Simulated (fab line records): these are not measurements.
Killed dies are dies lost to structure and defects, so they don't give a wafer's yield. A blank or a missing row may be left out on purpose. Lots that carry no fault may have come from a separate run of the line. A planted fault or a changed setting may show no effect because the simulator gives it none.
A lot that was struck, set against a sound lot + flow nandHarc + 15 steps out of a route of 1159
Sound: the wafers L275.2, L275.3, L275.6. Wafers L287.1, L287.3, L287.6 were the ones struck. Last of all comes the cause.
Per side, at each step with rows, come the tool, then ch with its chambers, and then its first start. Under that, the readings that differ: sound wafers + struck wafers + difference of the means + sigmas: that difference in standard deviations of wafers without a fault.
alike: same words and numbers on both sides, and readings whose means sit less than 2 such deviations apart. not compared: any withheld reading, any reading some wafer has no value for, any bound like >300 that may hide the same value, and any number with overlapping values for which the record gives no deviation.
Wherever a step has rows on one side only, a row that says differs or no value, or a row with sigmas, the two part there. Numbers that have no deviation but don't overlap get no sigmas and don't part them. A reading that every wafer of one side lacks parts them only if that side has two wafers or more.

NHARC_A_CHANNEL_FILL_D1_ALD_15: deposits SiNx, target thk 2 nm, pulse time 60 s, ald cycles 19.
  sound on aldSinBatch-01 ch 0; struck on aldSinBatch-02 ch 0
  alike: chamberPressureTorr, precursorPulseHeightRel, susceptorTempC
then, 3 steps without rows for these wafers: NHARC_A_CHANNEL_FILL_D1_ALD_16 (deposits SiO2, target thk 1.5 nm, pulse time 10 s, ald cycles 15); NHARC_A_CHANNEL_FILL_D1_ANNEAL_17 (time 1800 s); NHARC_A_CHANNEL_FILL_D1_CVD_18 (deposits poly-Si, target thk 3 nm).
NHARC_A_CHANNEL_FILL_D1_ETCHBACK_19: etches the open film in HBr/Cl2, target depth 5 nm, time 1.7 s.
  sound on rieSi-06 ch 2,3, day 11 11:15; struck on rieSi-02 ch 1,2, day 14 12:56
  alike: drypumpMotorCurrentA, oesProductAu, throttleValvePct
  not compared: rfHoursCounterH
NHARC_A_CHANNEL_FILL_D1_ETCHBACK_20: etches the open film in C4F8/O2/Ar, target depth 27 nm, time 13.5 s.
  sound on rieDiel-03 ch 0,2, day 11 11:25; struck on rieDiel-02 ch 1,2,3, day 14 13:04
| reading             | sound          | struck         | difference | sigmas |
|---------------------|----------------|----------------|------------|--------|
| oesProductAu (a.u.) | 1.01 0.98 1.01 | 0.92 0.91 0.92 | -0.08      | -2     |
  alike: rfVppV
  not compared: rfHoursCounterH
NHARC_A_CHANNEL_FILL_D1_STRIP_28: strips in O2, time 20 s.
  sound on rieDiel-03 ch 2,3, day 11 11:35; struck on rieDiel-02 ch 0,1,2, day 14 13:10
  alike: drypumpMotorCurrentA, oesProductAu, rfVppV, showerheadPlenumPTorr, throttleValvePct
  not compared: rfHoursCounterH
then, 4 steps without rows for these wafers: NHARC_A_CHANNEL_FILL_D1_PRECLEAN_21 (cleans in dHF, time 30 s); NHARC_A_CHANNEL_FILL_D1_SRD_23; NHARC_A_CHANNEL_FILL_D1_CVD_05 (deposits poly-Si, target thk 5 nm); NHARC_A_CHANNEL_FILL_D1_ANNEAL_22 (time 7200 s).
NHARC_A_CHANNEL_FILL_D1_THK_MEAS_06: measures by ellipsometry.
  sound on filmMetro-01, day 11 23:10; struck on filmMetro-01, day 15 00:49
  alike: thkNm
NHARC_A_CHANNEL_FILL_D1_ALD_25: deposits SiOx, target thk 60 nm, pulse time 10 s, ald cycles 600.
  sound on aldHk-01 ch 0,1, day 11 23:13; struck on aldHk-02 ch 1,3, day 15 01:29
  no value came back on the struck wafers for any of 6 readings (aldCycles, heaterPowerOuterW (W) and others); on the sound wafers aldCycles reads 600 600 600
NHARC_A_CHANNEL_FILL_D1_ETCHBACK_08: etches the open film in C4F8, target depth 220 nm, time 110 s.
  sound on rieDiel-03 ch 0,2,3; struck on rieDiel-10 ch 1,3
  alike: oesProductAu, rfVppV
  not compared: rfHoursCounterH
-- record jumps: 9 days between struck wafers' starts before vs after; left off in module A_CHANNEL_FILL_D1, resumes in module END, first step shown is number 1159 of the route --
NHARC_END_SORT_01:
  at this point the record logs the struck wafers (prober-02 ch 0, day 24 12:38) and has no rows for the sound ones

WHERE THEY PART
First at NHARC_A_CHANNEL_FILL_D1_ETCHBACK_20; last, within this record, at NHARC_END_SORT_01.

WHY: what the simulator had put in
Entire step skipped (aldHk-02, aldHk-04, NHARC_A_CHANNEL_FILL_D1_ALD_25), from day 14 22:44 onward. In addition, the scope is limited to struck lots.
